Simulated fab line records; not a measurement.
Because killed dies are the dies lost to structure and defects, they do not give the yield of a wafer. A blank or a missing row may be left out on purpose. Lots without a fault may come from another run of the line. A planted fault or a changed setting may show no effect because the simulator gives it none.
Matching of chambers ; flow nand harc ; NHARC_A_CONTACT_DEP_58 on pecvd-01 has 3 sister chambers
The step deposits SiON, target thk 60 nm. 6 wafers are shown with their chamber, then 8 later ones without.

## EACH WAFER AND ITS CHAMBER
wafer;chamber;heater power w (W)
L088.5;1;811
L091.5;2;813
L092.1;2;903
L092.2;1;762
L092.5;0;743
L092.3;0;766

## WAFERS MISSING THEIR CHAMBER
wafer;heater power w (W)
L092.4;769
L092.6;924
L096.3;868
L096.4;798
L096.5;911
L094.2;746
L094.3;821
L094.4;740

## WHICH CHAMBER EACH WENT THROUGH
wafer;from the rows above;in truth
L092.4;can't be placed: 0 or 1 or 2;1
L092.6;can't be placed: 2 or 1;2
L096.3;can't be placed: 2 or 1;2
L096.4;can't be placed: 1 or 0 or 2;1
L096.5;can't be placed: 2 or 1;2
L094.2;can't be placed: 0 or 1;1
L094.3;can't be placed: 1 or 2 or 0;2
L094.4;can't be placed: 0 or 1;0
Placed correctly: 0 of 8. From these rows, 8 cannot be placed; in 8 the true chamber is one of the candidates. Number placed wrongly: 0.
How it was worked out, from the rows above alone: a wafer's distance from a chamber is the root of the sum, over the readings, of the square of ((its reading less the chamber's mean) divided by the reading's scatter). The wafer belongs to the nearest chamber; if the next one is less than 2 further off, it can't be placed. A chamber's mean is the mean of its shown wafers. The scatter: the root of (the sum of the squares of (reading less its chamber's mean) over the shown wafers, divided by (wafers less chambers)).
